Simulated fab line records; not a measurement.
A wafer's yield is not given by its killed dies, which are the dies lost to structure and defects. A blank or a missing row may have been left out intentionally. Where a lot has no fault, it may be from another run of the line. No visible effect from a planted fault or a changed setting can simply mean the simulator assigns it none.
Code-filled problem report in 8D (eight disciplines) form ; flow nand harc ; the parts of the form that need people (team, actions taken, sign-off) are left out

1. THE ISSUE
heater power total W at NHARC_P_M2_SOFTBAKE_04 reads a mean of 193.24 W on 9 wafers of 3 lots; wafers without a fault read 188.45 W with a standard deviation of 0.13. That puts it +37 standard deviations away from the usual mean.
The step: time 55 s.
Earliest sighting: wafer L464.1 on litho track-06 at day 11 05:00. The record holds 36 wafers of 12 lots with a number at this step. Rule for "out", or "out of limits": more than 4 standard deviations from the usual mean. The other wafers with a number count as sound.

2. WHAT IT IS, AND WHAT IT ISN'T
question;is;is not
which readings at this step;heater power total W;chill plate temp C
which lots;L464, L466, L467;L453, L454, L457, L458, L459, L472, L473, L474, L475
which wafers of those lots;all that have a number;-
read on which tools;litho track-06;litho track-01, litho track-04
when;from day 11 05:00;"up to then (15 sound wafers); but 12 sound wafers of L472, L473, L474, L475 came after"

3. SUSPECTS, AND WHAT RULES EACH OUT
Counting: any tool at a process step up to the reading is kept as a suspect provided that every lot that is out went through it and no sound lot did after the first of them.
- cmp-01 at NHARC_P_M1_CMP_23 (polishes, t overpolish 20 s, target thk 157.82 nm): ruled out as a lasting fault. Sound lots L472 ran on it after its first lot that is out, L464 (day 11 04:19).
- litho track-06 at NHARC_P_M2_SOFTBAKE_04 (time 55 s): ruled out as a lasting fault. Sound lots L472, L473 ran on it after its first lot that is out, L464 (day 11 05:00).
Left after counting: nothing in the record.

4. THE CAUSE (what the simulator had put in)
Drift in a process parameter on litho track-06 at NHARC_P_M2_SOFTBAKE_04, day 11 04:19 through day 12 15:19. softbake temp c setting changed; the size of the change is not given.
Counting ruled it out, wrongly.

5. SEQUENCE OF EFFECTS, ordered by route
Each row: a reading whose mean over the struck wafers that have a number lies more than 3 standard deviations from the usual. Only readings whose record carries a usual standard deviation are examined. hours: median over the lots of the time between each lot's start at the first step of this table that gives one and its start at this step. sigmas: the change, counted in usual standard deviations.
hours;step;reading;usual;on struck wafers;change;sigmas
0;NHARC_P_M2_SOFTBAKE_04;heater power total W;188.45 W;193.24;+4.79;+37
It contains these process steps:
- NHARC_P_M2_SOFTBAKE_04: time 55 s.
At these later measuring or inspecting steps, every struck wafer for which the step has a row has a number for every such reading, and none has moved that far: NHARC_END_SORT_01.

6. HOW IT WOULD HAVE BEEN CAUGHT EARLIER
In this record the first reading out of limits was taken at day 11 05:00, 1 hour after the fault began at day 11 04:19.
